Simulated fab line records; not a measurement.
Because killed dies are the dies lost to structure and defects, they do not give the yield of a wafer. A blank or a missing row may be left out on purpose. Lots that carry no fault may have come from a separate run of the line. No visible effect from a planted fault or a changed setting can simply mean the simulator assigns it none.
Which tool is to blame? :: flow nand_harc :: at 1 step of a route of 1302, 12 lots with 34 wafers sampled

## WHAT THE GAUGES SHOWED, per wafer
NHARC_A_SLIT_INSPECT_11.
lot: L754
measured: day 20 05:19
on: defect_inspect-02
raw_defect_count: 17 23 16

lot: L761
measured: day 23 07:25
on: defect_inspect-01
raw_defect_count: 73 69 80

lot: L763
measured: day 23 18:06
on: defect_inspect-01
raw_defect_count: 83 72

lot: L764
measured: day 24 16:23
on: defect_inspect-01
raw_defect_count: 23 32

lot: L766
measured: day 25 23:58
on: defect_inspect-01
raw_defect_count: 43 53 48

lot: L767
measured: day 26 10:02
on: defect_inspect-02
raw_defect_count: 61 58 58

lot: L770
measured: day 26 19:22
on: defect_inspect-01
raw_defect_count: 59 49 53

lot: L772
measured: day 27 20:23
on: defect_inspect-01
raw_defect_count: 75 73 67

lot: L773
measured: day 27 20:33
on: defect_inspect-01
raw_defect_count: 35 27 23

lot: L774
measured: day 28 20:35
on: defect_inspect-01
raw_defect_count: 12 18 15

lot: L775
measured: day 29 08:00
on: defect_inspect-02
raw_defect_count: 75 87 79

lot: L776
measured: day 30 05:23
on: defect_inspect-01
raw_defect_count: 59 72 47

## WHAT TOOL EACH LOT RAN ON (gives the tool, then ch and the chambers of the sampled wafers, and finally the start)
No process step before these readings appears in the record.

## AS READ BY THE TOOLS THEMSELVES (means over the sampled wafers that have a number; for cases with no such wafer, the mark the record gives instead)
The record holds no such reading with a usual standard deviation.

## THE ANSWER, worked out from the rows above alone
Rule: usual is defined by the lots themselves. Put in order of their means at a reading, lots are off if they are a third of the lots or fewer, leave a main group of 4 or more, and stand apart from it by a gap of 3 or more times the standard deviation of the main group's means; of several such gaps the widest counts. A main group is skipped when, at the precision printed for the reading in the tables above, its means are all equal. A lot without any number at a reading at which 4 lots or more have one is off too. All remaining lots with rows at the step are treated as sound. After the gauges, taken in route order, come the tools' own readings; for these a lot's mean is taken, as printed above. At the first step where some lot is off, the reading lying furthest off is the one used; lots without a number count as furthest.
Across all readings shown, no lot is off: no conclusion can be drawn from this.

## WHAT THE SIMULATOR PUT IN
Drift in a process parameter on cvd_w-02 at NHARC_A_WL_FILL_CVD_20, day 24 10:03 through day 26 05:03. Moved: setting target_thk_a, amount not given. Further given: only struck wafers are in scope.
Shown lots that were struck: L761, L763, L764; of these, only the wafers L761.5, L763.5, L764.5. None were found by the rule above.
